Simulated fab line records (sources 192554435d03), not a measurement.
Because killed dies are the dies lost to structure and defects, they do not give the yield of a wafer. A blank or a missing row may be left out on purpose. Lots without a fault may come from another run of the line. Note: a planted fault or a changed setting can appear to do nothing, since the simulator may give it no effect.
Split-lot study	flow n5Finfet	on a route of 1938 steps: 7 lots, 39 wafers read

ON THE SPLIT
At N5_WELL_APT_IMPLANT_31, the setting energyKev was moved away from the recipe's 60 on 15 of the 39 wafers read, by -4.9% to +9.9%. The other wafers ran this setting at the recipe's value.

The split's own step is where the reading is taken.

THE READING
In nm, at N5_WELL_APT_IMPLANT_31: implant.drpNm, which is the simulator's own figure and was read by no gauge. No usual value for it is given in the file.

wafer	tool, chamber at the split	energyKev as run	against the recipe	implant.drpNm, nm	against lot-mates on the recipe
L077.1	implanter-02, 0	60	recipe	64.53	-
L077.2	implanter-02, 0	60	recipe	64.53	-
L077.3	implanter-02, 0	60	recipe	64.53	-
L077.4	implanter-02, 0	60	recipe	64.53	-
L077.5	implanter-02, 0	60	recipe	64.53	-
L077.6	implanter-02, 0	60	recipe	64.53	-
L082.2	implanter-01, 0	60	recipe	64.53	-
L082.5	implanter-01, 0	60	recipe	64.53	-
L082.6	implanter-01, 0	60	recipe	64.53	-
L083.1	implanter-02, 0	63.95	+6.6%	66.71	+2.18
L083.4	implanter-02, 0	63.95	+6.6%	66.71	+2.18
L083.6	implanter-02, 0	63.95	+6.6%	66.71	+2.18
L083.2	implanter-02, 0	60	recipe	64.53	-
L083.3	implanter-02, 0	60	recipe	64.53	-
L083.5	implanter-02, 0	60	recipe	64.53	-
L084.1	implanter-02, 0	60	recipe	64.53	-
L084.2	implanter-02, 0	60	recipe	64.53	-
L084.5	implanter-02, 0	60	recipe	64.53	-
L084.3	implanter-02, 0	57.05	-4.9%	62.82	-1.71
L084.4	implanter-02, 0	57.05	-4.9%	62.82	-1.71
L084.6	implanter-02, 0	57.05	-4.9%	62.82	-1.71
L085.1	implanter-01, 0	65.93	+9.9%	67.76	+3.23
L085.5	implanter-01, 0	65.93	+9.9%	67.76	+3.23
L085.6	implanter-01, 0	65.93	+9.9%	67.76	+3.23
L085.2	implanter-01, 0	60	recipe	64.53	-
L085.3	implanter-01, 0	60	recipe	64.53	-
L085.4	implanter-01, 0	60	recipe	64.53	-
L088.1	implanter-01, 0	64.05	+6.7%	66.76	+2.23
L088.5	implanter-01, 0	64.05	+6.7%	66.76	+2.23
L088.6	implanter-01, 0	64.05	+6.7%	66.76	+2.23
L088.2	implanter-01, 0	60	recipe	64.53	-
L088.3	implanter-01, 0	60	recipe	64.53	-
L088.4	implanter-01, 0	60	recipe	64.53	-
L089.1	implanter-01, 0	60	recipe	64.53	-
L089.4	implanter-01, 0	60	recipe	64.53	-
L089.5	implanter-01, 0	60	recipe	64.53	-
L089.2	implanter-01, 0	65.53	+9.2%	67.55	+3.02
L089.3	implanter-01, 0	65.53	+9.2%	67.55	+3.02
L089.6	implanter-01, 0	65.53	+9.2%	67.55	+3.02

FIT RESULTS
A straight line over all 39 wafers: implant.drpNm changes by +0.331 nm for each +1% of energyKev; r = +1.00; the points scatter about the line by 0.025 nm.
The same after taking each lot's own level away (the mean of its wafers on the recipe; 39 wafers): +0.331 nm for each +1%; r = +1.00; scatter 0.025 nm.
That fit puts the effect of the largest move of energyKev on the reading at 3.3 nm.
The lots' own levels span 64.530 to 64.530 nm.
So the lot-to-lot level changes the slope little: the two slopes agree.
Check: for one of the wafers moved furthest among these (+9.9%), held out of the fit, the line's prediction against its lot-mates is +3.26 nm. It came out at +3.23 nm against them.

THE WHOLE CHAIN: every reading that the file lists as answering this split, in the file's order
step	what it does	reading	change (the file's fit)	r (the file's)
N5_WELL_APT_IMPLANT_31		implant.rpNm (the simulator's own value, which no gauge read)	+2.67 nm for each +1% of the setting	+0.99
N5_WELL_APT_IMPLANT_31		implant.drpNm (the simulator's own value, which no gauge read)	+0.33 nm for each +1% of the setting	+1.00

THE FILE'S OWN FIT
implant.drpNm changes by +0.33 nm for each +1% of energyKev, r = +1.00.
